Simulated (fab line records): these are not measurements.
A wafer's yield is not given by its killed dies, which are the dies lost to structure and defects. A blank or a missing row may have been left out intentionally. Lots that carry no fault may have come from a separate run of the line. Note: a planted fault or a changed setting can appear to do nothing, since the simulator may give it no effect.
Matching of chambers    flow n5-finfet    4 sister chambers for N5_BEOL_M0_SAQP_MANDREL_ETCH_20 on rie-si-02
The step etches a-Si in HBr/Cl2, stops on SiNx, target depth 60 nm, bt time 10 s, time 30 s. 8 wafers are shown with their chamber, then 9 later ones without.

## WAFERS PAIRED WITH THEIR CHAMBERS
wafer   chamber  throttle-valve-pct (%)  drypump-motor-current-A (A)
L074.2  0        35.45                   5.8
L075.5  1        34.74                   6.0
L081.4  1        34.74                   6.0
L082.5  2        35.48                   5.7
L082.6  3        35.41                   6.4
L087.1  2        35.48                   5.6
L087.5  3        35.42                   6.4
L087.6  0        35.44                   5.8

## WAFERS WITH NO CHAMBER GIVEN
wafer   throttle-valve-pct (%)  drypump-motor-current-A (A)
L088.1  35.44                   6.5
L088.2  35.44                   5.8
L088.3  34.75                   5.9
L090.2  35.45                   6.4
L090.3  34.74                   5.9
L090.6  35.48                   5.6
L092.2  35.49                   5.7
L092.3  34.76                   6.0
L092.4  35.44                   5.8

## CHAMBER TAKEN BY EACH
wafer   from the rows above  in truth
L088.1  3                    3
L088.2  0                    0
L088.3  1                    1
L090.2  3                    3
L090.3  1                    1
L090.6  2                    2
L092.2  2                    2
L092.3  1                    1
L092.4  0                    0
Placed correctly: 9 of 9. From these rows, 0 cannot be placed. 0 placed wrongly.
How it was worked out, from the rows above alone: a wafer's distance from a chamber is the root of the sum, over the readings, of the square of ((its reading less the chamber's mean) divided by the reading's scatter). If the next closest chamber is less than 2 further off than the closest, the wafer can't be placed; otherwise it belongs to the closest. For every chamber, the mean is computed from those of its wafers that are shown. How the scatter is found: for the shown wafers, subtract from each reading the mean of its chamber, square and add these, divide the total by (wafers less chambers), then take the root.
